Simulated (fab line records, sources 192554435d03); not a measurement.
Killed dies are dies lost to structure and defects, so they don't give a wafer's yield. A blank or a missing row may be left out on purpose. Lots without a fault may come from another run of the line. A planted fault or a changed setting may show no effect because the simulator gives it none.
Chamber matching | flow n5_finfet | N5_BEOL_M1_ALD_84 on ald_metal-03: 4 sister chambers
The step deposits TaN, pulse time 2 s, purge time 3 s, co reactant purge time 2 s. 4 wafers are shown with their chamber, then 8 later ones without.

WAFERS WITH THEIR CHAMBER
wafer  | chamber | heater_power_w (W)
L084.2 | 3       | 494
L087.4 | 0       | 349
L089.6 | 2       | 431
L090.3 | 1       | 497

WAFERS WITHOUT THEIR CHAMBER
wafer  | heater_power_w (W)
L090.4 | 485
L090.6 | 480
L091.1 | 433
L091.5 | 495
L091.6 | 427
L094.2 | 486
L094.4 | 416
L094.5 | 475

WHICH CHAMBER EACH WENT THROUGH
wafer  | from the rows above     | in truth
L090.4 | can't be placed: 3 or 1 | 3
L090.6 | can't be placed: 3 or 1 | 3
L091.1 | 2                       | 2
L091.5 | can't be placed: 3 or 1 | 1
L091.6 | 2                       | 2
L094.2 | can't be placed: 3 or 1 | 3
L094.4 | 2                       | 2
L094.5 | can't be placed: 3 or 1 | 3
Placed correctly: 3 of 8. Can't be placed from these rows: 5 (the true chamber is among the candidates in 5). Placed wrongly: 0.
How it was worked out, from the rows above alone: a wafer's distance from a chamber is the root of the sum, over the readings, of the square of ((its reading less the chamber's mean) divided by the reading's scatter). The wafer belongs to the nearest chamber; if the next one is less than 2 further off, it can't be placed. A chamber's mean is the mean of its shown wafers. The scatter: with one shown wafer a chamber, the root of the mean of the squares of how far each hidden wafer lies from its nearest shown one.
